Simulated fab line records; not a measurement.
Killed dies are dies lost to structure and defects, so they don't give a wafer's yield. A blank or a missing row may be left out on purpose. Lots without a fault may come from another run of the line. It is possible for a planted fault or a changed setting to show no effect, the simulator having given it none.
fab line records || flow nand_harc
record {"lots": 6, "wafers": 18, "last_day": 25}
route steps=1159 shown THIN_TSV@1135
lots that met no fault: from a run of the same line without faults
start_h: the number of hours between the record's first day and the start of the first shown wafer of the lot || wait_h: hours since the lot's step before || " same as the row above || L1.1+2: a row that stands for several wafers || - value missing, or start not given || * or withheld: withheld || < > ~ a bound
route shown NAME@n: names a module that has steps shown in the file, with the first one's number in the route || usual: mean/standard deviation taken from wafers without a fault || same: alike in all rows || chamber/n: place in a boat || sites: the reading at each site || _std_site: the values' standard deviation || _edge_site: outer sites' mean less inner sites' || radius_mm: how far each site lies from the wafer's centre || mask NAME#n: copy n || behind: tool/chamber where the wafer was last shaped || hold: why the lot was held/for how many hours/how that ended || device: whichever transistor did not switch (one of n, p or np) || end of line: tests of these same wafers at the route's end || where a step has no rows: the recipe by itself || killed: the dies lost at the first sort to structure and to defects; this is not the yield of the wafer || map: a wafer's dies, x killed, . not, _ none there
set.NAME: the setting the step ran with; set.NAME@STEP: the setting that earlier step ran with || model.NAME: the simulator's own value behind a step, which no gauge read
lots at selected steps of the route; one table per step, one row per wafer
services: from which hour (start_h, from the record's first day; less than 0 if before it) a tool's chamber was out of use, for how many hours, and why
## steps
# step NHARC_THIN_TSV_SRD_23
# step NHARC_THIN_TSV_DEGAS_53
# recipe {"temp_c": 300, "time_s": 60}
# usual {"heater_power_w": "484/50"}
{"lot.wafer": "L903.1", "tool": "pvd_sputter-02", "chamber": "-", "start_h": 448.73, "wait_h": 0.1, "heater_power_w": 623}
{"lot.wafer": "L903.3", "tool": "pvd_sputter-02", "chamber": "-", "start_h": 448.73, "wait_h": 0.1, "heater_power_w": 494}
{"lot.wafer": "L903.6", "tool": "pvd_sputter-02", "chamber": "-", "start_h": 448.73, "wait_h": 0.1, "heater_power_w": 487}
{"lot.wafer": "L905.4", "tool": "pvd_sputter-01", "chamber": "-", "start_h": 490.12, "wait_h": 0.1, "heater_power_w": 446}
{"lot.wafer": "L905.3", "tool": "pvd_sputter-01", "chamber": "-", "start_h": 490.12, "wait_h": 0.1, "heater_power_w": 526}
{"lot.wafer": "L905.5", "tool": "pvd_sputter-01", "chamber": "-", "start_h": 490.12, "wait_h": 0.1, "heater_power_w": 494}
{"lot.wafer": "L912.3", "tool": "pvd_sputter-01", "chamber": "-", "start_h": 491.43, "wait_h": 0.1, "heater_power_w": 447}
{"lot.wafer": "L912.5", "tool": "pvd_sputter-01", "chamber": "-", "start_h": 491.43, "wait_h": 0.1, "heater_power_w": 529}
{"lot.wafer": "L912.6", "tool": "pvd_sputter-01", "chamber": "-", "start_h": 491.43, "wait_h": 0.1, "heater_power_w": 498}
{"lot.wafer": "L917.2", "tool": "pvd_sputter-02", "chamber": "-", "start_h": 531.33, "wait_h": 0.1, "heater_power_w": 439}
{"lot.wafer": "L917.3", "tool": "pvd_sputter-02", "chamber": "-", "start_h": 531.33, "wait_h": 0.1, "heater_power_w": 478}
{"lot.wafer": "L917.6", "tool": "pvd_sputter-02", "chamber": "-", "start_h": 531.33, "wait_h": 0.1, "heater_power_w": 438}
{"lot.wafer": "L918.4", "tool": "pvd_sputter-02", "chamber": "-", "start_h": 534.41, "wait_h": 0.1, "heater_power_w": 603}
{"lot.wafer": "L918.2", "tool": "pvd_sputter-02", "chamber": "-", "start_h": 534.41, "wait_h": 0.1, "heater_power_w": 447}
{"lot.wafer": "L918.6", "tool": "pvd_sputter-02", "chamber": "-", "start_h": 534.41, "wait_h": 0.1, "heater_power_w": 479}
{"lot.wafer": "L923.1", "tool": "pvd_sputter-02", "chamber": "-", "start_h": 582.89, "wait_h": 0.1, "heater_power_w": 424}
{"lot.wafer": "L923.3", "tool": "pvd_sputter-02", "chamber": "-", "start_h": 582.89, "wait_h": 0.1, "heater_power_w": 450}
{"lot.wafer": "L923.5", "tool": "pvd_sputter-02", "chamber": "-", "start_h": 582.89, "wait_h": 0.1, "heater_power_w": 445}
# step NHARC_THIN_TSV_PRE_CLEAN_54
# recipe {"time_s": 30, "temp_c": 280, "gas": "H2/He"}
# usual {"heater_power_w": "425/43"}
{"lot.wafer": "L903.1", "tool": "pvd_sputter-02", "chamber": "-", "start_h": 448.82, "wait_h": 0.1, "heater_power_w": 526}
{"lot.wafer": "L903.3", "tool": "pvd_sputter-02", "chamber": "-", "start_h": 448.82, "wait_h": 0.1, "heater_power_w": 400}
{"lot.wafer": "L903.6", "tool": "pvd_sputter-02", "chamber": "-", "start_h": 448.82, "wait_h": 0.1, "heater_power_w": 551}
{"lot.wafer": "L905.3", "tool": "pvd_sputter-01", "chamber": "-", "start_h": 490.17, "wait_h": 0.0, "heater_power_w": 457}
{"lot.wafer": "L905.4", "tool": "pvd_sputter-01", "chamber": "-", "start_h": 490.17, "wait_h": 0.0, "heater_power_w": 408}
{"lot.wafer": "L905.5", "tool": "pvd_sputter-01", "chamber": "-", "start_h": 490.17, "wait_h": 0.0, "heater_power_w": 450}
{"lot.wafer": "L912.3", "tool": "pvd_sputter-01", "chamber": "-", "start_h": 491.52, "wait_h": 0.1, "heater_power_w": 441}
{"lot.wafer": "L912.6", "tool": "pvd_sputter-01", "chamber": "-", "start_h": 491.52, "wait_h": 0.1, "heater_power_w": 408}
{"lot.wafer": "L912.5", "tool": "pvd_sputter-01", "chamber": "-", "start_h": 491.52, "wait_h": 0.1, "heater_power_w": 393}
{"lot.wafer": "L917.3", "tool": "pvd_sputter-02", "chamber": "-", "start_h": 531.39, "wait_h": 0.0, "heater_power_w": 538}
{"lot.wafer": "L917.2", "tool": "pvd_sputter-02", "chamber": "-", "start_h": 531.39, "wait_h": 0.0, "heater_power_w": 427}
{"lot.wafer": "L917.6", "tool": "pvd_sputter-02", "chamber": "-", "start_h": 531.39, "wait_h": 0.0, "heater_power_w": 437}
{"lot.wafer": "L918.4", "tool": "pvd_sputter-02", "chamber": "-", "start_h": 534.48, "wait_h": 0.1, "heater_power_w": 377}
{"lot.wafer": "L918.2", "tool": "pvd_sputter-02", "chamber": "-", "start_h": 534.48, "wait_h": 0.1, "heater_power_w": 408}
{"lot.wafer": "L918.6", "tool": "pvd_sputter-02", "chamber": "-", "start_h": 534.48, "wait_h": 0.1, "heater_power_w": 386}
{"lot.wafer": "L923.3", "tool": "pvd_sputter-02", "chamber": "-", "start_h": 582.96, "wait_h": 0.1, "heater_power_w": 439}
{"lot.wafer": "L923.1", "tool": "pvd_sputter-02", "chamber": "-", "start_h": 582.96, "wait_h": 0.1, "heater_power_w": 391}
{"lot.wafer": "L923.5", "tool": "pvd_sputter-02", "chamber": "-", "start_h": 582.96, "wait_h": 0.1, "heater_power_w": 437}
# step NHARC_THIN_TSV_PVD_55
# recipe {"target_thk_a": 500, "material": "TiN"}
# step NHARC_THIN_TSV_PVD_24
# recipe {"target_thk_a": 8000, "power_w": "withheld", "chamber_pressure_pa": "withheld", "substrate_temp_c": "withheld", "time_s": "withheld", "gas": "Ar", "material": "Al"}
# step NHARC_THIN_TSV_DEHYDRATE_25
# recipe {"temp_c": 150, "time_s": 120}
# step NHARC_THIN_TSV_HMDS_26
# recipe {"time_s": 30}
# step NHARC_THIN_TSV_COAT_27
# recipe {"spin_rpm": "*"}
# step NHARC_THIN_TSV_SOFTBAKE_28
# recipe {"temp_c": 122, "time_s": 95}
# step NHARC_THIN_TSV_EBR_29
# step NHARC_THIN_TSV_EXPOSE_30
# recipe {"na": 0.55, "dose_mj": 11.47, "mask_id": "PAD"}
# step NHARC_THIN_TSV_PEB_31
# recipe {"peb_temp_c": 118, "peb_time_s": 85}
# usual {"chill_plate_temp_C": "22.99/0.1", "exhaust_pa": "45.1/1"}
{"lot.wafer": "L903.1", "tool": "litho_track-03", "chamber": 0, "start_h": 449.66, "wait_h": 0.1, "chill_plate_temp_C": 23.15, "exhaust_pa": 46.6}
{"lot.wafer": "L903.3", "tool": "litho_track-03", "chamber": 0, "start_h": 449.66, "wait_h": 0.1, "chill_plate_temp_C": 23.05, "exhaust_pa": 46.4}
{"lot.wafer": "L903.6", "tool": "litho_track-03", "chamber": 0, "start_h": 449.66, "wait_h": 0.1, "chill_plate_temp_C": 23.13, "exhaust_pa": 46.5}
{"lot.wafer": "L905.3", "tool": "litho_track-03", "chamber": "-", "start_h": 491.15, "wait_h": 0.1, "chill_plate_temp_C": "-", "exhaust_pa": "-"}
{"lot.wafer": "L905.4", "tool": "litho_track-03", "chamber": "-", "start_h": 491.15, "wait_h": 0.1, "chill_plate_temp_C": "-", "exhaust_pa": "-"}
{"lot.wafer": "L905.5", "tool": "litho_track-03", "chamber": "-", "start_h": 491.15, "wait_h": 0.1, "chill_plate_temp_C": "-", "exhaust_pa": "-"}
{"lot.wafer": "L912.3", "tool": "litho_track-02", "chamber": "-", "start_h": 492.46, "wait_h": 0.1, "chill_plate_temp_C": "-", "exhaust_pa": "-"}
{"lot.wafer": "L912.5", "tool": "litho_track-02", "chamber": "-", "start_h": 492.46, "wait_h": 0.1, "chill_plate_temp_C": "-", "exhaust_pa": "-"}
{"lot.wafer": "L912.6", "tool": "litho_track-02", "chamber": "-", "start_h": 492.46, "wait_h": 0.1, "chill_plate_temp_C": "-", "exhaust_pa": "-"}
{"lot.wafer": "L917.2", "tool": "litho_track-02", "chamber": 0, "start_h": 532.36, "wait_h": 0.1, "chill_plate_temp_C": 23.01, "exhaust_pa": 45.4}
{"lot.wafer": "L917.3", "tool": "litho_track-02", "chamber": 0, "start_h": 532.36, "wait_h": 0.1, "chill_plate_temp_C": 23.08, "exhaust_pa": 46.4}
{"lot.wafer": "L917.6", "tool": "litho_track-02", "chamber": 0, "start_h": 532.36, "wait_h": 0.1, "chill_plate_temp_C": 23.17, "exhaust_pa": 46.1}
{"lot.wafer": "L918.2", "tool": "litho_track-02", "chamber": 0, "start_h": 535.33, "wait_h": 0.1, "chill_plate_temp_C": 23.06, "exhaust_pa": 46.6}
{"lot.wafer": "L918.4", "tool": "litho_track-02", "chamber": 0, "start_h": 535.33, "wait_h": 0.1, "chill_plate_temp_C": 23.02, "exhaust_pa": 43.6}
{"lot.wafer": "L918.6", "tool": "litho_track-02", "chamber": 0, "start_h": 535.33, "wait_h": 0.1, "chill_plate_temp_C": 22.78, "exhaust_pa": 43.7}
{"lot.wafer": "L923.1", "tool": "litho_track-03", "chamber": 0, "start_h": 583.94, "wait_h": 0.1, "chill_plate_temp_C": 22.83, "exhaust_pa": 46.1}
{"lot.wafer": "L923.3", "tool": "litho_track-03", "chamber": 0, "start_h": 583.94, "wait_h": 0.1, "chill_plate_temp_C": 22.74, "exhaust_pa": 45.9}
{"lot.wafer": "L923.5", "tool": "litho_track-03", "chamber": 0, "start_h": 583.94, "wait_h": 0.1, "chill_plate_temp_C": 22.77, "exhaust_pa": 46.1}
# step NHARC_THIN_TSV_DEVELOP_32
# recipe {"time_s": 70}
## services
{"tool": "pvd_sputter-01", "chamber": "-", "start_h": 514.00, "hours": 10.0, "kind": "pm"}
{"tool": "litho_track-02", "chamber": "-", "start_h": 515.00, "hours": 7.0, "kind": "pm"}
{"tool": "pvd_sputter-02", "chamber": "-", "start_h": 521.76, "hours": 2.1, "kind": "repair"}
{"tool": "litho_track-03", "chamber": "-", "start_h": 563.01, "hours": 7.0, "kind": "pm"}
{"tool": "pvd_sputter-02", "chamber": "-", "start_h": 565.36, "hours": 3.7, "kind": "repair"}
{"tool": "pvd_sputter-02", "chamber": "-", "start_h": 570.00, "hours": 10.0, "kind": "pm"}
## key
first_sign {"step": "NHARC_THIN_TSV_PEB_31", "reading": "tool_record", "direction": "missing"}
effect none on later readings
met_at NHARC_THIN_TSV_PEB_31
struck_wafers L905.3,L905.4,L905.5,L912.3,L912.5,L912.6
later_rows_left_out L905.3,L905.4,L905.5,L912.3,L912.5,L912.6
sort_left_out L905.3,L905.4,L905.5,L912.3,L912.5,L912.6
onset_between 449.66 491.15
fault {"kind": "skipped_step_whole", "tool": "litho_track-02,litho_track-03", "chamber": "-", "onset_h": 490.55, "steps": "NHARC_THIN_TSV_PEB_31", "scope": "struck_lots_only"}
# sort_left_out: the simulated sort isn't trusted on such a fault, so these wafers' sort isn't shown, and their yield isn't known
# later_rows_left_out: the simulator's readings of these wafers behind a module that went badly wrong aren't trusted and aren't shown, but for the sort
